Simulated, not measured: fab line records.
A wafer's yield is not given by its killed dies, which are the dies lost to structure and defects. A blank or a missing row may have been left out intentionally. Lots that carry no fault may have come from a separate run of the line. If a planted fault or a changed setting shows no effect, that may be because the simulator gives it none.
Chamber matching + flow nand harc + NHARC_A_CONTACT_ETCH_88 on rie diel-04: 4 sister chambers
The step etches the open film in CF4, target depth 39 nm, time 65 s. 22 wafers are shown with their chamber, then 11 later ones without.

## EACH WAFER AND ITS CHAMBER
| wafer  | chamber | showerhead plenum p Torr (Torr) | drypump motor current A (A) | rf vpp V (V) |
|--------|---------|---------------------------------|-----------------------------|--------------|
| L078.1 | 3       | 1.66                            | 4.9                         | 150.7        |
| L078.2 | 1       | 1.69                            | 5.2                         | 149.8        |
| L078.3 | 0       | 1.78                            | 6.4                         | 151.4        |
| L079.2 | 2       | 1.84                            | 5.2                         | 153.6        |
| L079.3 | 1       | 1.69                            | 5.3                         | 149.6        |
| L079.4 | 0       | 1.78                            | 6.3                         | 152.9        |
| L083.2 | 3       | 1.66                            | 4.9                         | 151.9        |
| L083.3 | 2       | 1.84                            | 5.3                         | 153.0        |
| L083.4 | 0       | 1.78                            | 6.4                         | 151.0        |
| L088.4 | 1       | 1.68                            | 5.2                         | 150.4        |
| L088.5 | 3       | 1.66                            | 4.9                         | 148.4        |
| L088.6 | 2       | 1.84                            | 5.2                         | 152.5        |
| L087.2 | 2       | 1.84                            | 5.3                         | 152.9        |
| L087.3 | 1       | 1.68                            | 5.3                         | 150.7        |
| L087.5 | 2       | 1.84                            | 5.2                         | 151.3        |
| L086.3 | 2       | 1.84                            | 5.2                         | 153.9        |
| L086.5 | 3       | 1.66                            | 4.9                         | 149.4        |
| L086.6 | 0       | 1.78                            | 6.4                         | 150.6        |
| L089.1 | 1       | 1.68                            | 5.3                         | 149.8        |
| L089.2 | 3       | 1.66                            | 4.9                         | 149.3        |
| L089.3 | 2       | 1.84                            | 5.2                         | 152.8        |
| L094.2 | 1       | 1.68                            | 5.3                         | 149.7        |

SIGNATURES (averages over the wafers above)
| reading                  | chamber 0 | chamber 1 | chamber 2 | chamber 3 | scatter within a chamber |
|--------------------------|-----------|-----------|-----------|-----------|--------------------------|
| showerhead plenum p Torr | 1.7800    | 1.6833    | 1.8400    | 1.6600    | 0.00272                  |
| drypump motor current A  | 6.375     | 5.267     | 5.229     | 4.900     | 0.0442                   |
| rf vpp V                 | 151.475   | 150.000   | 152.857   | 149.940   | 0.934                    |
Rule: for each reading, subtract the chamber's mean from the wafer's reading, divide by that reading's scatter and square the result; add these up over the readings and take the root, which gives the wafer's distance from the chamber. If the next closest chamber is less than 2 further off than the closest, the wafer can't be placed; otherwise it belongs to the closest. The scatter: take each reading less its chamber's mean, square it, sum over the shown wafers, divide by the number of wafers less the number of chambers, and take the root.

## WAFERS WHOSE CHAMBER IS MISSING
| wafer  | showerhead plenum p Torr (Torr) | drypump motor current A (A) | rf vpp V (V) |
|--------|---------------------------------|-----------------------------|--------------|
| L094.3 | 1.78                            | 6.3                         | 152.2        |
| L094.6 | 1.78                            | 6.4                         | 150.4        |
| L092.1 | 1.68                            | 5.2                         | 149.8        |
| L092.2 | 1.84                            | 5.3                         | 151.5        |
| L092.4 | 1.78                            | 6.4                         | 150.6        |
| L097.1 | 1.84                            | 5.2                         | 150.7        |
| L097.2 | 1.68                            | 5.2                         | 150.3        |
| L097.4 | 1.77                            | 6.4                         | 150.6        |
| L095.1 | 1.77                            | 6.4                         | 150.6        |
| L095.2 | 1.68                            | 5.3                         | 150.4        |
| L095.5 | 1.77                            | 6.4                         | 150.7        |

## CHAMBER TAKEN BY EACH
| wafer  | from the rows above | in truth |
|--------|---------------------|----------|
| L094.3 | 0                   | 0        |
| L094.6 | 0                   | 0        |
| L092.1 | 1                   | 1        |
| L092.2 | 2                   | 2        |
| L092.4 | 0                   | 0        |
| L097.1 | 2                   | 2        |
| L097.2 | 1                   | 1        |
| L097.4 | 0                   | 0        |
| L095.1 | 0                   | 0        |
| L095.2 | 1                   | 1        |
| L095.5 | 0                   | 0        |
Correctly placed: 11 of 11. Number that these rows cannot place: 0. Number placed wrongly: 0.
